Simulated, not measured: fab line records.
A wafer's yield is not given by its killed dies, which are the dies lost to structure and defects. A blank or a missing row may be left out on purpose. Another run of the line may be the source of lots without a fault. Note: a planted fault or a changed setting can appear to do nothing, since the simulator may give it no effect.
Matching of chambers + flow n5 finfet + rie diel-02 running N5_BEOL_M11_VIA_ETCH_34: 4 sister chambers
The step etches SiCOH lowk in C4F6/O2, target depth 184.5 nm, time 69.2 s. 24 wafers are shown with their chamber, then 12 later ones without.

== WAFERS, EACH WITH ITS CHAMBER ==
| wafer  | chamber | showerhead plenum p Torr (Torr) | rf vpp V (V) | throttle valve pct (%) |
|--------|---------|---------------------------------|--------------|------------------------|
| L075.2 | 2       | 2.96                            | 697          | 20.97                  |
| L075.4 | 0       | 2.88                            | 659          | 21.15                  |
| L075.5 | 2       | 2.96                            | 694          | 20.97                  |
| L079.1 | 2       | 2.95                            | 695          | 20.97                  |
| L079.4 | 3       | 3.04                            | 657          | 20.97                  |
| L079.6 | 2       | 2.95                            | 696          | 20.98                  |
| L080.2 | 1       | 2.89                            | 666          | 21.32                  |
| L080.3 | 2       | 2.95                            | 696          | 20.96                  |
| L080.4 | 3       | 3.04                            | 657          | 20.93                  |
| L082.3 | 2       | 2.95                            | 697          | 20.96                  |
| L082.4 | 1       | 2.89                            | 667          | 21.33                  |
| L082.6 | 3       | 3.04                            | 656          | 20.96                  |
| L081.3 | 0       | 2.88                            | 660          | 21.17                  |
| L081.4 | 3       | 3.04                            | 657          | 20.94                  |
| L081.6 | 3       | 3.04                            | 656          | 20.94                  |
| L086.1 | 1       | 2.89                            | 667          | 21.35                  |
| L086.2 | 2       | 2.95                            | 695          | 21.00                  |
| L086.3 | 0       | 2.87                            | 658          | 21.17                  |
| L085.2 | 2       | 2.95                            | 695          | 20.98                  |
| L085.4 | 1       | 2.89                            | 668          | 21.34                  |
| L085.6 | 2       | 2.95                            | 696          | 20.99                  |
| L087.1 | 3       | 3.04                            | 656          | 20.97                  |
| L087.2 | 2       | 2.95                            | 694          | 20.98                  |
| L087.5 | 0       | 2.87                            | 660          | 21.17                  |

SIGNATURES (means of the wafers above)
| reading                  | chamber 0 | chamber 1 | chamber 2 | chamber 3 | scatter within a chamber |
|--------------------------|-----------|-----------|-----------|-----------|--------------------------|
| showerhead plenum p Torr | 2.8750    | 2.8900    | 2.9520    | 3.0400    | 0.00361                  |
| rf vpp V                 | 659.25    | 667.00    | 695.50    | 656.50    | 0.915                    |
| throttle valve pct       | 21.1650   | 21.3350   | 20.9760   | 20.9517   | 0.0136                   |
Rule: for each reading, subtract the chamber's mean from the wafer's reading, divide by that reading's scatter and square the result; add these up over the readings and take the root, which gives the wafer's distance from the chamber. If the next closest chamber is less than 2 further off than the closest, the wafer can't be placed; otherwise it belongs to the closest. The scatter is the square root of a quotient: the sum, over the shown wafers, of each reading's squared deviation from its chamber's mean, divided by wafers minus chambers.

== WAFERS WITH NO CHAMBER GIVEN ==
| wafer  | showerhead plenum p Torr (Torr) | rf vpp V (V) | throttle valve pct (%) |
|--------|---------------------------------|--------------|------------------------|
| L088.1 | 2.94                            | 696          | 21.01                  |
| L088.4 | 2.89                            | 666          | 21.34                  |
| L088.5 | 2.94                            | 696          | 21.01                  |
| L093.2 | 2.87                            | 659          | 21.18                  |
| L093.4 | 2.88                            | 666          | 21.34                  |
| L093.6 | 2.88                            | 667          | 21.35                  |
| L076.2 | 2.88                            | 666          | 21.37                  |
| L076.3 | 2.87                            | 660          | 21.19                  |
| L076.5 | 2.88                            | 666          | 21.35                  |
| L096.1 | 2.93                            | 696          | 21.04                  |
| L096.3 | 2.87                            | 667          | 21.38                  |
| L096.4 | 2.86                            | 660          | 21.20                  |

== CHAMBER TAKEN BY EACH ==
| wafer  | from the rows above | in truth |
|--------|---------------------|----------|
| L088.1 | 2                   | 2        |
| L088.4 | 1                   | 1        |
| L088.5 | 2                   | 2        |
| L093.2 | 0                   | 0        |
| L093.4 | 1                   | 1        |
| L093.6 | 1                   | 1        |
| L076.2 | 1                   | 1        |
| L076.3 | 0                   | 0        |
| L076.5 | 1                   | 1        |
| L096.1 | 2                   | 2        |
| L096.3 | 1                   | 1        |
| L096.4 | 0                   | 0        |
Correct placement for 12 of the 12. Not placeable from these rows: 0. 0 placed wrongly.
